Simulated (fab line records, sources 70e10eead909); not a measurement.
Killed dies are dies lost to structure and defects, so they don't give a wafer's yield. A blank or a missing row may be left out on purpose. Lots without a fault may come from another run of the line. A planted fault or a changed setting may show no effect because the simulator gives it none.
Which tool did it? | flow nand_harc | 14 lots, 42 wafers sampled, at 5 steps of a route of 1302

WHAT THE GAUGES READ, wafer by wafer
NHARC_P_BONDPAD_THK_MEAS_20: measures by xrf.
lot  | measured     | on            | thk_nm (nm)
L812 | day 7 11:35  | film_metro-01 | 159.9 159.2 161.6
L814 | day 8 07:48  | film_metro-02 | 159.8 159.6 159.7
L816 | day 9 03:16  | film_metro-02 | 159.2 160.5 158.7
L817 | day 9 21:02  | film_metro-01 | 162.0 162.9 162.0
L818 | day 9 21:30  | film_metro-01 | 161.9 159.8 161.5
L819 | day 10 09:42 | film_metro-02 | 162.1 159.7 160.7
L820 | day 11 00:47 | film_metro-01 | 161.0 160.7 158.8
L825 | day 12 15:55 | film_metro-01 | 161.0 161.4 159.5
L827 | day 13 15:11 | film_metro-02 | 158.7 161.0 159.7
L828 | day 14 04:02 | film_metro-01 | 161.8 163.3 163.9
L829 | day 14 14:19 | film_metro-02 | 160.5 161.4 161.7
L830 | day 15 02:04 | film_metro-02 | 158.1 158.7 159.2
L832 | day 15 14:16 | film_metro-02 | 161.0 160.7 164.1
L833 | day 16 05:26 | film_metro-02 | 162.8 160.6 159.3

NHARC_A_ONON_D1_THK_MEAS_18: measures by ellipsometry.
lot  | measured     | on            | thk_nm (nm)
L812 | day 8 19:10  | film_metro-02 | 1014 1015 1017
L814 | day 9 17:47  | film_metro-01 | 996 995 995
L816 | day 10 13:50 | film_metro-02 | 981 982 982
L817 | day 11 06:49 | film_metro-02 | 344 345 346
L818 | day 11 06:49 | film_metro-01 | 1001 1002 1002
L819 | day 11 19:10 | film_metro-01 | 999 999 1000
L820 | day 12 12:22 | film_metro-02 | 311 309 310
L825 | day 14 01:34 | film_metro-02 | 1006 1008 1009
L827 | day 14 23:31 | film_metro-01 | 982 980 982
L828 | day 15 16:04 | film_metro-01 | 992 995 994
L829 | day 16 04:04 | film_metro-01 | 1014 1010 1013
L830 | day 16 12:26 | film_metro-01 | 1004 1008 1008
L832 | day 17 01:08 | film_metro-01 | 996 996 997
L833 | day 17 23:25 | film_metro-01 | 1015 1016 1018

NHARC_END_SORT_01.
lot  | measured     | on        | killed_at_array | killed_at_other | killed_at_periphery | killed_dies | killed_open | killed_short
L817 | day 27 10:53 | prober-02 | 670 667 671     | 1 6 4           | 6 4 2               | 677 677 677 | 1 5 5       | 3 2 2
L820 | day 28 14:04 | prober-01 | 673 674 675     | 2 1 1           | 2 2 1               | 677 677 677 | 3 3 7       | 2 1 4

WHICH TOOL RAN EACH LOT (tool, then ch and the chambers of the sampled wafers, then the start)
lot  | NHARC_A_ZERO_WELL_RTA_16         | NHARC_A_ONON_D1_DEP_16
L812 | rtp_anneal-01 ch 0, day 7 14:29  | pecvd_onon-01 ch 0, day 8 18:42
L814 | rtp_anneal-01 ch 0, day 8 10:35  | pecvd_onon-04 ch 0, day 9 17:16
L816 | rtp_anneal-01 ch 0, day 9 06:11  | pecvd_onon-01 ch 0, day 10 13:27
L817 | rtp_anneal-01 ch 0, day 9 23:52  | pecvd_onon-04 ch 0, day 11 06:22
L818 | rtp_anneal-02 ch 0, day 10 00:25 | pecvd_onon-02 ch 0, day 11 06:18
L819 | rtp_anneal-01 ch 0, day 10 12:32 | pecvd_onon-01 ch 0, day 11 18:47
L820 | rtp_anneal-01 ch 0, day 11 03:38 | pecvd_onon-04 ch 0, day 12 11:58
L825 | rtp_anneal-01 ch 0, day 12 18:42 | pecvd_onon-02 ch 0, day 14 01:07
L827 | rtp_anneal-02 ch 0, day 13 18:00 | pecvd_onon-04 ch 0, day 14 23:04
L828 | rtp_anneal-01 ch 0, day 14 06:53 | pecvd_onon-04 ch 0, day 15 15:37
L829 | rtp_anneal-02 ch 0, day 14 17:01 | pecvd_onon-01 ch 0, day 16 03:34
L830 | rtp_anneal-02 ch 0, day 15 04:56 | pecvd_onon-04 ch 0, day 16 11:56
L832 | rtp_anneal-01 ch 0, day 15 17:05 | pecvd_onon-04 ch 0, day 17 00:40
L833 | rtp_anneal-02 ch 0, day 16 08:32 | pecvd_onon-04 ch 0, day 17 22:58
- NHARC_A_ZERO_WELL_RTA_16: time 10 s.
- NHARC_A_ONON_D1_DEP_16: target thk 1000 nm.

WHAT THE TOOLS THEMSELVES READ (means of the sampled wafers that have a number; where no wafer has one, the mark that the record gives instead)
NHARC_A_ZERO_WELL_RTA_16.
lot  | tool          | lamp_power_pct (%) | wafer_temp_C_max
L812 | rtp_anneal-01 | 28.3               | 1003.1
L814 | rtp_anneal-01 | 28.3               | 1003.5
L816 | rtp_anneal-01 | 28.3               | 1003.1
L817 | rtp_anneal-01 | 28.3               | 1004.3
L818 | rtp_anneal-02 | 31.5               | 1006.9
L819 | rtp_anneal-01 | 28.3               | 1003.5
L820 | rtp_anneal-01 | 28.3               | 1004.3
L825 | rtp_anneal-01 | 28.3               | 1004.0
L827 | rtp_anneal-02 | 31.5               | 1006.5
L828 | rtp_anneal-01 | 28.3               | 1003.1
L829 | rtp_anneal-02 | 31.5               | 1007.5
L830 | rtp_anneal-02 | 31.5               | 1005.9
L832 | rtp_anneal-01 | 28.3               | 1003.7
L833 | rtp_anneal-02 | 31.5               | 1007.3

THE ANSWER, worked out from the rows above alone
Rule: what is usual is taken from the lots themselves. Put in order of their means at a reading, lots are off if they are a third of the lots or fewer, leave a main group of 4 or more, and stand apart from it by a gap of 3 or more times the standard deviation of the main group's means; of several such gaps the widest counts. A main group whose means are all the same, to the digits that the tables above print for the reading, isn't used. A lot without any number at a reading at which 4 lots or more have one is off too. The other lots that the step has rows for count as sound. The gauges are gone through in route order, then the tools' own readings, and for those a lot's mean is taken as printed above. The first step at which some lot is off is used, and at that step the reading that is off furthest; a lot without a number counts as furthest.
Off: L817, L820, at NHARC_A_ONON_D1_THK_MEAS_18 (thk_nm). The main group: mean 1001 nm, standard deviation 11.
A tool fits if, at a process step before that reading, it ran every lot that is off, and no sound lot after the first of them. The gauges at NHARC_A_ONON_D1_THK_MEAS_18 are tried like those tools. None of those tried fits.

WHAT THE SIMULATOR HAD PUT IN
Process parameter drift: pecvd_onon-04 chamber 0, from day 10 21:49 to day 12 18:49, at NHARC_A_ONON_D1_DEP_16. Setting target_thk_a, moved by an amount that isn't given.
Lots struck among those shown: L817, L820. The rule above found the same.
